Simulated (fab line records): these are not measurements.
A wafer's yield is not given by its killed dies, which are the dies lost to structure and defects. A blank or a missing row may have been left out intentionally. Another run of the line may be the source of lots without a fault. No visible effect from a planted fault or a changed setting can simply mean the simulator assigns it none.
A single fault, viewed from 2 desks    flow n5 finfet    every desk sees just its own numbers, and what lay behind them comes last

AT THE METROLOGY DESK
Means of the sampled wafers that have a number, per lot and without regard to the tool the lot ran on: this is what the gauges read. A lot is out of limits, marked OUT, if its mean lies more than 4 standard deviations from the usual mean; the brackets give that distance. Only the readings that lie furthest out on some lot appear, 7 of the 10 it has.
Columns: A = IOFF_N at N5_BEOL_M4_RC_MEAS_101, usual 0.16 nA/um; B = ION_N at N5_BEOL_M4_RC_MEAS_101, usual 679 uA/um; C = ION_P at N5_BEOL_M4_RC_MEAS_101, usual 465 uA/um; D = SS_N at N5_BEOL_M4_RC_MEAS_101, usual 71.4 mV/dec; E = SS_P at N5_BEOL_M4_RC_MEAS_101, usual 73.2 mV/dec; F = VT_N at N5_BEOL_M4_RC_MEAS_101, usual 249 mV; G = VT_P at N5_BEOL_M4_RC_MEAS_101, usual -250 mV
lot   first seen here  A     B    C    D     E     F    G
L422  day 9 02:04      0.17  673  465  71.5  73.7  249  -246
L423  day 9 02:43      0.18  685  464  71.4  74.0  250  -252
L425  day 10 08:27     0.15  671  456  72.0  73.5  252  -253
L431  day 11 13:28     0.19  687  462  72.0  73.6  245  -250
L433  day 11 18:20     0.17  684  469  71.5  73.0  246  -249
L434  day 12 00:49     0.17  679  469  71.2  73.3  247  -246
L437  day 12 18:43     0.13  654  459  71.3  72.5  250  -248
L438  day 12 21:07     0.15  676  469  71.2  73.2  250  -250
L440  day 14 03:27     0.16  669  458  71.3  73.2  250  -248
Result from this desk: across the 9 lots, nothing is out of limits.

THE TOOL OWNER'S DESK: rie diel-02
The tool's own readings at N5_HKMG_FIN_ETCH_31 (etches SiARC in CF4, target depth 45.5 nm, time 75.8 s): means of the sampled wafers that have a number, for each lot that ran on this tool. A lot is out of limits, marked OUT, if its mean lies more than 4 standard deviations from the usual mean; the brackets give that distance.
Columns: A = cf4 flow sccm at N5_HKMG_FIN_ETCH_31, usual 100.05 sccm; B = drypump motor current A at N5_HKMG_FIN_ETCH_31, usual 5.51 A; C = etch rf on time s at N5_HKMG_FIN_ETCH_31, usual 74.7 s; D = oes product au at N5_HKMG_FIN_ETCH_31, usual 0.68 a.u.; E = rf vpp V at N5_HKMG_FIN_ETCH_31, usual 183.8 V; F = showerhead plenum p Torr at N5_HKMG_FIN_ETCH_31, usual 2.12 Torr; G = throttle valve pct at N5_HKMG_FIN_ETCH_31, usual 15.64 %
lot   first seen here  A       B     C     D     E      F     G
L422  day 5 13:20      99.70   5.09  75.2  0.61  183.2  2.11  15.73
L425  day 6 01:52      99.90   5.26  75.7  0.62  184.0  2.08  15.78
L433  day 8 00:28      99.99   5.55  68.4  0.74  183.8  2.10  15.65
L434  day 8 05:03      100.02  5.69  68.3  0.79  184.2  2.15  15.43
Result from this desk: across the 4 lots, nothing is out of limits.

ALL TOGETHER
Nothing out of limits was seen by the metrology desk.
Nothing out of limits was seen by the tool owner's desk.

WHAT HAD BEEN PUT IN BY THE SIMULATOR
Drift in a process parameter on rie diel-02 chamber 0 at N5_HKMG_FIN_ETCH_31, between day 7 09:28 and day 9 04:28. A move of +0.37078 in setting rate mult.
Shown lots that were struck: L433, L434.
